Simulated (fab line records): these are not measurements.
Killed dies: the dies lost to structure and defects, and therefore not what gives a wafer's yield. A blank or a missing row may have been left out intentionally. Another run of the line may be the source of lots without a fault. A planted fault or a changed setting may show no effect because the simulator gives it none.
Chamber matching	flow n5Finfet	pecvd-04 running N5_BEOL_M4_PECVD_72: 3 sister chambers
The step deposits SiO2 from TEOS/O2, target thk 16 nm, time 18 s. 3 wafers are shown with their chamber, then 8 later ones without.

== WAFERS WITH THEIR CHAMBER ==
wafer	chamber	throttleValvePct (%)
L079.4	0	25.0
L084.5	1	22.1
L092.2	2	22.1

== WAFERS WITHOUT THEIR CHAMBER ==
wafer	throttleValvePct (%)
L092.4	25.3
L092.5	22.2
L095.1	22.2
L095.3	25.2
L095.6	21.9
L097.1	25.5
L097.2	21.9
L097.3	22.0

== CHAMBER TAKEN BY EACH ==
wafer	from the rows above	in truth
L092.4	0	0
L092.5	can't be placed: 1 or 2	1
L095.1	can't be placed: 1 or 2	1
L095.3	0	0
L095.6	can't be placed: 1 or 2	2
L097.1	0	0
L097.2	can't be placed: 1 or 2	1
L097.3	can't be placed: 1 or 2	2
Placed correctly: 3 of 8. Unplaceable from these rows: 5, with the true chamber sitting among the candidates in 5. Wrongly placed: 0.
How it was worked out, from the rows above alone: a wafer's distance from a chamber is the root of the sum, over the readings, of the square of ((its reading less the chamber's mean) divided by the reading's scatter). If the next closest chamber is less than 2 further off than the closest, the wafer can't be placed; otherwise it belongs to the closest. The mean given for a chamber averages the wafers shown for that chamber. The scatter: with one shown wafer a chamber, the root of the mean of the squares of how far each hidden wafer lies from its nearest shown one.
